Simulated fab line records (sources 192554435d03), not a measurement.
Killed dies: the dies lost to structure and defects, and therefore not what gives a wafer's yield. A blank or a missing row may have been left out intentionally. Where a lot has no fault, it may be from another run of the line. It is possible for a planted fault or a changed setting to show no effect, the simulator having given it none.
A struck lot beside a sound one / flow n5-finfet / 16 out of 1938 route steps
Sound: wafers L218.2, L218.4, L218.6. Struck: wafer L227.3. (L227.4 of the same lot was not struck and is left out.) The cause comes at the end.
For every step that has rows: the tool of each side, followed by ch and its chambers, followed by its first start. Under that, the readings that differ: sound wafers / struck wafers / difference of the means / sigmas: that difference in standard deviations of wafers without a fault.
alike: readings with means less than 2 such deviations apart, plus words and numbers identical on both sides. not compared: withheld readings, readings lacking a value on some wafer, bounds such as >300 that could conceal the same value, and numbers that have no deviation in the record and whose values overlap.
The two part at a step that has a row with sigmas, a row that says differs or no value, or rows on one side only. Non-overlapping numbers with no deviation appear without sigmas and do not part them. Lack of a reading on every wafer of one side parts them only where that side has two or more wafers.

first, 7 steps without rows for these wafers: N5_SDB_COAT_04 (time 60 s, resist thk 18 nm); N5_SDB_COAT_05 (resist thk 90 nm); N5_SDB_EBR_07; N5_SDB_SOFTBAKE_06 (time 60 s); N5_SDB_EXPOSE_08 (exposes mask SDB); N5_SDB_PEB_09 (peb time 60 s); N5_SDB_DEVELOP_10 (develop time 30 s).
N5_SDB_CD_MEAS_11: the cd target is 50 nm.
  sound on cd-sem-01 ch 0, day 4 23:19; struck on cd-sem-01 ch 0, day 7 10:02
  alike: cd-nm
N5_SDB_OVL_MEAS_12:
  sound on overlay-02 ch 0, day 4 23:21; struck on overlay-02 ch 0, day 7 10:04
  alike: SDB_OVL
N5_SDB_INSPECT_13: inspects for defects (brightfield).
  sound on defect-inspect-02 at day 4 23:22; struck on defect-inspect-01 at day 7 10:05
  alike: raw-defect-count
N5_SDB_DESCUM_16: chemistry O2, time 7.9 s.
  sound on rie-diel-06 ch 1,2, day 5 00:14; struck on rie-diel-01 ch 2, day 7 10:41
  alike: bias-power-w, drypump-motor-current-A, oes-product-au, rf-vpp-V, showerhead-plenum-p-Torr, throttle-valve-pct
  not compared: rf-hours-counter-h
N5_SDB_ETCH_17: etches SiARC in CF4, target depth 23.4 nm, time 39 s.
  sound on rie-diel-06 ch 1,2, day 5 00:16; struck on rie-diel-01 ch 2, day 7 10:44
  alike: cf4-flow-sccm, drypump-motor-current-A, etch-rf-on-time-s, oes-product-au, rf-vpp-V, showerhead-plenum-p-Torr, throttle-valve-pct
  not compared: rf-hours-counter-h
N5_SDB_ETCH_18: etches SOC in N2/H2, target depth 100 nm, overetch 20 nm, time 150 s.
  sound on rie-diel-06 ch 1,2, day 5 00:19; struck on rie-diel-01 ch 2, day 7 10:46
reading=model.SiARC_of_SDB_COAT_04.thk-nm (nm); sound=12.6 12.8 12.6; struck=12.4; difference=-0.3; sigmas=
  alike: drypump-motor-current-A, oes-product-au, rf-vpp-V, showerhead-plenum-p-Torr, throttle-valve-pct
  not compared: rf-hours-counter-h
then, 1 step without rows for these wafers: N5_SDB_STRIP_19 (strips in N2/H2).
-- the record jumps here: 4 days lie between the struck wafers' starts before and after (it left off in module SDB and takes up again in module BEOL_M4, whose first step shown is number 1111 of the route) --
N5_BEOL_M4_RC_MEAS_101:
  sound on prober-01 ch 0, day 9 07:13; struck on prober-02 ch 0, day 11 15:14
reading=ION_P (uA/um); sound=453 453 452; struck=469; difference=+16; sigmas=+2
reading=VT_P (mV); sound=-256 -256 -254; struck=-248; difference=+7; sigmas=+2
  alike: DIBL_N, DIBL_P, IOFF_N, IOFF_P, ION_N, SS_N, SS_P, VT_N
-- record jumps: 4 days separate the struck wafers' starts on either side; left off in module BEOL_M4, taken up again in module PASSIVATION, whose first shown step is the route's number 1936 --
N5_PASSIVATION_PROBE_49:
  sound on prober-02 at day 14 05:26; struck on prober-02 at day 15 23:05
reading=defect-limited-yield (%); sound=89.5 91.5 91.7; struck=86.7; difference=-4.2; sigmas=-3
reading=killed_at_M4_up; sound=23 8 7; struck=23; difference=+10; sigmas=+2
reading=killed-dies; sound=124 100 98; struck=157; difference=+50; sigmas=+3
reading=killed-short; sound=35 28 28; struck=53; difference=+23; sigmas=+3
reading=sort_bin_5_function (%); sound=6.4 4.7 5.1; struck=7.6; difference=+2.2; sigmas=+3
reading=sort-n-pass; sound=1056 1080 1082; struck=1023; difference=-50; sigmas=-3
reading=sort-yield-pct (%); sound=89.5 91.5 91.7; struck=86.7; difference=-4.2; sigmas=-3
  alike: killed_at_M0_to_M3, killed-at-contacts, killed-at-front-end, killed-at-other, killed-open, sort_bin_6_memory

WHERE THEY PART
At N5_BEOL_M4_RC_MEAS_101 first; at N5_PASSIVATION_PROBE_49 last (within this record only).

WHY: the cause the simulator had injected
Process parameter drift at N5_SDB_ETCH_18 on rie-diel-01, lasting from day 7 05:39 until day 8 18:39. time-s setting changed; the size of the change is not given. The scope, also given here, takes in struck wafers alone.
